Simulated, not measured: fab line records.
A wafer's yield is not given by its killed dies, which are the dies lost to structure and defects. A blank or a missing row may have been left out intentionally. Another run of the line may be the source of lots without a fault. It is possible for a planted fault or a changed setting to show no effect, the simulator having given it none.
Matching of chambers :: flow nand_harc :: NHARC_A_CHANNEL_FILL_D1_CMP_10 on cmp-02 has 4 sister chambers
The step polishes, target thk 150 nm. 4 wafers are shown with their chamber, then 8 later ones without.

EACH WAFER AND ITS CHAMBER
wafer: L080.6
chamber: 1
motor_current_A (A): 13.6

wafer: L086.4
chamber: 3
motor_current_A (A): 16.9

wafer: L086.5
chamber: 0
motor_current_A (A): 11.3

wafer: L094.1
chamber: 2
motor_current_A (A): 11.9

WAFERS WITH NO CHAMBER GIVEN
wafer: L094.4
motor_current_A (A): 13.3

wafer: L094.6
motor_current_A (A): 13.6

wafer: L095.3
motor_current_A (A): 16.9

wafer: L095.5
motor_current_A (A): 11.6

wafer: L095.6
motor_current_A (A): 16.4

wafer: L097.2
motor_current_A (A): 15.8

wafer: L097.3
motor_current_A (A): 11.6

wafer: L097.4
motor_current_A (A): 13.5

EACH ONE'S CHAMBER
wafer: L094.4
from the rows above: 1
in truth: 1

wafer: L094.6
from the rows above: 1
in truth: 1

wafer: L095.3
from the rows above: 3
in truth: 3

wafer: L095.5
from the rows above: can't be placed: 0 or 2
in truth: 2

wafer: L095.6
from the rows above: 3
in truth: 3

wafer: L097.2
from the rows above: 3
in truth: 3

wafer: L097.3
from the rows above: can't be placed: 0 or 2
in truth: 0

wafer: L097.4
from the rows above: 1
in truth: 1
Correctly placed: 6 of 8. Not placeable from these rows: 2 (in 2, the candidates include the true chamber). Wrongly placed: 0.
How it was worked out, from the rows above alone: a wafer's distance from a chamber is the root of the sum, over the readings, of the square of ((its reading less the chamber's mean) divided by the reading's scatter). If the next closest chamber is less than 2 further off than the closest, the wafer can't be placed; otherwise it belongs to the closest. For every chamber, the mean is computed from those of its wafers that are shown. The scatter: with one shown wafer a chamber, the root of the mean of the squares of how far each hidden wafer lies from its nearest shown one.
